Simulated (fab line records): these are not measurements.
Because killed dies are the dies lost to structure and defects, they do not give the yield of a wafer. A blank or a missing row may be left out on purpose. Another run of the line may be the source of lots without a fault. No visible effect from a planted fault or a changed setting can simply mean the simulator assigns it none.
The tool behind it: which one? :: flow nand-harc :: at 1 step of a route of 1159, 12 lots with 36 wafers sampled

## WHAT THE GAUGES READ, wafer by wafer
NHARC_A_CONTACT_OVL_MEAS_70.
lot: L078
measured: day 17 01:18
on: overlay-01
overlay-x-nm (nm): 0.0 -0.1 0.3

lot: L076
measured: day 17 11:11
on: overlay-01
overlay-x-nm (nm): -1.0 -1.3 -1.1

lot: L079
measured: day 18 00:46
on: overlay-02
overlay-x-nm (nm): -0.1 -0.3 0.1

lot: L080
measured: day 18 14:11
on: overlay-02
overlay-x-nm (nm): -0.3 -0.6 0.4

lot: L084
measured: day 19 03:45
on: overlay-01
overlay-x-nm (nm): -0.2 -0.2 0.2

lot: L088
measured: day 20 08:14
on: overlay-02
overlay-x-nm (nm): 0.7 0.2 0.8

lot: L087
measured: day 20 14:32
on: overlay-02
overlay-x-nm (nm): -1.5 -1.7 -1.4

lot: L090
measured: day 21 01:49
on: overlay-01
overlay-x-nm (nm): 0.5 0.5 -0.1

lot: L091
measured: day 21 14:31
on: overlay-01
overlay-x-nm (nm): 0.1 0.5 0.0

lot: L092
measured: day 21 21:47
on: overlay-02
overlay-x-nm (nm): 0.9 1.2 1.4

lot: L094
measured: day 22 02:47
on: overlay-01
overlay-x-nm (nm): 1.4 1.4 1.7

lot: L096
measured: day 22 09:04
on: overlay-01
overlay-x-nm (nm): 0.0 -0.1 -0.3

## TOOL THAT RAN EACH LOT (tool first, then ch and the chambers of the sampled wafers, then the start)
No process step before these readings appears in the record.

## THE ANSWER, worked out from the rows above alone
Rule: usual is defined by the lots themselves. The widest of any qualifying gaps counts: lots, ordered by their means at a reading, are off when they make up no more than a third of the lots, leave a main group of 4 or more, and stand apart from it by 3 or more times the standard deviation of that group's means. A main group is skipped when, at the precision printed for the reading in the tables above, its means are all equal. Also off: a lot with no number at a reading for which 4 or more lots have one. All remaining lots with rows at the step are treated as sound.
Across all readings shown, no lot is off: no conclusion can be drawn from this.

## WHAT THE SIMULATOR HAD PUT IN
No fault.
